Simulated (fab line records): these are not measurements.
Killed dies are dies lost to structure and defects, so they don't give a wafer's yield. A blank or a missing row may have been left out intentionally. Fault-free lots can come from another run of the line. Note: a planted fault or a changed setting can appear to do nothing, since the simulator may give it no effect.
Chamber matching + flow nand harc + rie diel-11 running NHARC_P_M1_STRIP_18: 4 sister chambers
The step strips in N2/H2. 16 wafers are shown with their chamber, then 8 later ones without.

== EACH WAFER AND ITS CHAMBER ==
| wafer  | chamber | showerhead plenum p Torr (Torr) | drypump motor current A (A) | oes product au (a.u.) |
|--------|---------|---------------------------------|-----------------------------|-----------------------|
| L074.1 | 3       | 2.12                            | 6.09                        | 0.995                 |
| L074.4 | 2       | 2.16                            | 5.84                        | 0.998                 |
| L074.5 | 0       | 2.02                            | 6.08                        | 1.004                 |
| L077.3 | 2       | 2.16                            | 5.88                        | 1.003                 |
| L077.4 | 3       | 2.12                            | 6.08                        | 0.997                 |
| L077.6 | 0       | 2.02                            | 6.08                        | 1.012                 |
| L075.2 | 0       | 2.02                            | 6.09                        | 1.004                 |
| L075.4 | 1       | 1.96                            | 6.27                        | 1.010                 |
| L075.6 | 0       | 2.02                            | 6.10                        | 1.004                 |
| L087.1 | 3       | 2.11                            | 6.06                        | 0.987                 |
| L087.4 | 0       | 2.02                            | 6.06                        | 1.004                 |
| L087.5 | 1       | 1.95                            | 6.23                        | 0.995                 |
| L090.1 | 0       | 2.02                            | 6.10                        | 1.005                 |
| L090.3 | 1       | 1.95                            | 6.23                        | 0.992                 |
| L090.6 | 1       | 1.95                            | 6.25                        | 0.984                 |
| L091.2 | 1       | 1.95                            | 6.23                        | 0.979                 |

SIGNATURES (means of the wafers above)
| reading                  | chamber 0 | chamber 1 | chamber 2 | chamber 3 | scatter within a chamber |
|--------------------------|-----------|-----------|-----------|-----------|--------------------------|
| showerhead plenum p Torr | 2.0200    | 1.9520    | 2.1600    | 2.1167    | 0.0035                   |
| drypump motor current A  | 6.0850    | 6.2420    | 5.8600    | 6.0767    | 0.0176                   |
| oes product au           | 1.00550   | 0.99200   | 1.00050   | 0.99300   | 0.00756                  |
Rule: for a wafer and a chamber, the distance is found by dividing, reading by reading, the gap between the wafer's reading and the chamber's mean by the reading's scatter, squaring, summing and taking the root. The wafer belongs to the nearest chamber; if the next one is less than 2 further off, it can't be placed. The scatter: take each reading less its chamber's mean, square it, sum over the shown wafers, divide by the number of wafers less the number of chambers, and take the root.

== WAFERS WHOSE CHAMBER IS MISSING ==
| wafer  | showerhead plenum p Torr (Torr) | drypump motor current A (A) | oes product au (a.u.) |
|--------|---------------------------------|-----------------------------|-----------------------|
| L091.4 | 2.02                            | 6.11                        | 0.988                 |
| L091.6 | 2.02                            | 6.11                        | 0.986                 |
| L094.4 | 2.02                            | 6.06                        | 1.001                 |
| L094.5 | 1.95                            | 6.21                        | 0.984                 |
| L094.6 | 2.15                            | 5.91                        | 0.992                 |
| L095.2 | 2.02                            | 6.09                        | 0.997                 |
| L095.5 | 2.02                            | 6.10                        | 0.996                 |
| L095.6 | 1.95                            | 6.25                        | 0.985                 |

== THE CHAMBER EACH PASSED THROUGH ==
| wafer  | from the rows above | in truth |
|--------|---------------------|----------|
| L091.4 | 0                   | 0        |
| L091.6 | 0                   | 0        |
| L094.4 | 0                   | 0        |
| L094.5 | 1                   | 1        |
| L094.6 | 2                   | 2        |
| L095.2 | 0                   | 0        |
| L095.5 | 0                   | 0        |
| L095.6 | 1                   | 1        |
8 of 8 placed correctly. From these rows, 0 cannot be placed. 0 placed wrongly.
